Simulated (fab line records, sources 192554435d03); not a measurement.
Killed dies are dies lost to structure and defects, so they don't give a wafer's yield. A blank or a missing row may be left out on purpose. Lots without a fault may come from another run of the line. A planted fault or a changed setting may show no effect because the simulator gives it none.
Split-lot experiment | flow n5_finfet | 7 lots, 21 wafers read, on a route of 1938 steps

THE SPLIT
At N5_BEOL_M9_EXPOSE_08 (exposes mask M9), the setting dose_mj was moved away from the recipe's 53.75 on 5 of the 21 wafers read, by -7.1% to +5.9%. The other wafers ran this setting at the recipe's value.

FROM THE SPLIT TO THE READING: what the file shows between them, 19 steps
- N5_BEOL_M9_PEB_09: peb time 60 s
- N5_BEOL_M9_DEVELOP_10: develop time 30 s
- N5_BEOL_M9_CD_MEAS_11: target cd 64.1 nm
- N5_BEOL_M9_DESCUM_16: chemistry O2, time 7.9 s
- N5_BEOL_M9_ETCH_61: etches SiARC in CF4, target depth 39 nm, time 65 s
- N5_BEOL_M9_ETCH_62: etches SOC in N2/H2, target depth 110 nm, overetch 22 nm, time 165 s
- N5_BEOL_M9_STRIP_68: strips in N2/H2
- N5_BEOL_M9_STRIP_67: strips in CF4
- N5_BEOL_M9_HM_OPEN_17: chemistry Cl2/BCl3, target TiN, target depth 20 nm, overetch 6 nm
- N5_BEOL_M9_STRIP_19: strips in O2
- N5_BEOL_M9_CD_MEAS_18: pitch 140 nm, target cd 70 nm
- N5_BEOL_M9_TRENCH_ETCH_37: etches SiCOH lowk in C4F6/O2, target depth 151.43 nm, time 49 s (also split here: bias_w)
- N5_BEOL_M9_ETCH_41: etches SiCN in CH3F/O2, target depth 36.6 nm, time 70.1 s
- N5_BEOL_M9_STRIP_80: strips in N2/H2, time 10 s
- N5_BEOL_M9_OCD_MEAS_38
- N5_BEOL_M9_HM_STRIP_39: strips TiN in peroxide tin strip, target depth 25 nm, time 158 s
- N5_BEOL_M9_SRD_40: time 30 s
- N5_BEOL_M9_PRECLEAN_42: cleans in residue remover, time 60 s
- N5_BEOL_M9_SRD_43: time 30 s

THE READING
cd_nm, in nm, at N5_BEOL_M9_CD_MEAS_35 (target cd 70 nm, target cd y 40 nm). Fault-free wafers of this fab line usually give 70.1 nm, standard deviation 0.51 nm.

wafer  | tool, chamber at the split | dose_mj as run | against the recipe | cd_nm, nm | against lot-mates on the recipe
L074.2 | arfi_scanner-02, 0         | 53.75          | recipe             | 70.4      | -
L074.4 | arfi_scanner-02, 0         | 49.92          | -7.1%              | 66.4      | -3.7
L074.6 | arfi_scanner-02, 0         | 53.75          | recipe             | 69.8      | -
L076.1 | arfi_scanner-01, 0         | 53.75          | recipe             | 70.6      | -
L076.2 | arfi_scanner-01, 0         | 51.95          | -3.3%              | 69.2      | -1.4
L076.3 | arfi_scanner-01, 0         | 51.95          | -3.3%              | 69.2      | -1.4
L075.1 | arfi_scanner-01, 0         | 53.75          | recipe             | 70.3      | -
L075.3 | arfi_scanner-01, 0         | 56.58          | +5.3%              | 73.3      | +3.4
L075.4 | arfi_scanner-01, 0         | 53.75          | recipe             | 69.6      | -
L078.1 | arfi_scanner-01, 0         | 53.75          | recipe             | 69.8      | -
L078.5 | arfi_scanner-01, 0         | 53.75          | recipe             | 70.2      | -
L078.6 | arfi_scanner-01, 0         | 53.75          | recipe             | 69.1      | -
L083.3 | arfi_scanner-01, 0         | 53.75          | recipe             | 70.3      | -
L083.5 | arfi_scanner-01, 0         | 53.75          | recipe             | 70.6      | -
L083.6 | arfi_scanner-01, 0         | 53.75          | recipe             | 70.4      | -
L088.2 | arfi_scanner-01, 0         | 53.75          | recipe             | 69.8      | -
L088.3 | arfi_scanner-01, 0         | 53.75          | recipe             | 69.9      | -
L088.4 | arfi_scanner-01, 0         | 56.9           | +5.9%              | 72.9      | +3.1
L090.1 | arfi_scanner-03, 0         | 53.75          | recipe             | 71.2      | -
L090.3 | arfi_scanner-03, 0         | 53.75          | recipe             | 70.9      | -
L090.4 | arfi_scanner-03, 0         | 53.75          | recipe             | 70.2      | -

THE FIT
A straight line over all 21 wafers: cd_nm changes by +0.488 nm for each +1% of dose_mj; r = +0.93; the points scatter about the line by 0.52 nm.
The same after taking each lot's own level away (the mean of its wafers on the recipe; 21 wafers): +0.528 nm for each +1%; r = +0.97; scatter 0.34 nm.
On that fit, the largest move of dose_mj shifts the reading by 3.8 nm.
The lots' own levels span 69.70 to 70.77 nm, that is 2.1 times the standard deviation above.
So the lot-to-lot level changes the slope little: the two slopes agree.
Check: with one of the wafers moved furthest among these (-7.1%) left out of the fit, the line predicts -3.7 nm for it against its lot-mates. It came out at -3.7 nm against them.

OTHER SPLITS ON THESE WAFERS
These wafers also went through other splits before the reading. Each is held against what the fit with the lots' levels taken away leaves over:
other split on the same wafers   | wafers away from the commonest value | r with cd_nm (lot level and that fit taken away)
N5_BEOL_M9_TRENCH_ETCH_37 bias_w | 10                                   | +0.12

THE WHOLE CHAIN: every reading that the file lists as answering this split, in the file's order
step                  | what it does                                                         | reading                                                               | change (the file's fit)               | r (the file's)
N5_BEOL_M9_CD_MEAS_11 | target cd 64.1 nm                                                    | cd_nm                                                                 | +0.59 nm for each +1% of the setting  | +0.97
N5_BEOL_M9_ETCH_61    | etches SiARC in CF4, target depth 39 nm, time 65 s                   | BEOL_M9.cd_offset_nm (the simulator's own value, which no gauge read) | +0.557 nm for each +1% of the setting | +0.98
N5_BEOL_M9_ETCH_62    | etches SOC in N2/H2, target depth 110 nm, overetch 22 nm, time 165 s | BEOL_M9.cd_offset_nm (the simulator's own value, which no gauge read) | +0.552 nm for each +1% of the setting | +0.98
N5_BEOL_M9_HM_OPEN_17 | chemistry Cl2/BCl3, target TiN, target depth 20 nm, overetch 6 nm    | BEOL_M9.cd_offset_nm (the simulator's own value, which no gauge read) | +0.566 nm for each +1% of the setting | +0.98
N5_BEOL_M9_CD_MEAS_18 | pitch 140 nm, target cd 70 nm                                        | cd_nm                                                                 | +0.52 nm for each +1% of the setting  | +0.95
N5_BEOL_M9_CD_MEAS_35 | target cd 70 nm, target cd y 40 nm                                   | cd_nm                                                                 | +0.539 nm for each +1% of the setting | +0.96

THE FILE'S OWN FIT
cd_nm changes by +0.539 nm for each +1% of dose_mj, r = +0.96.
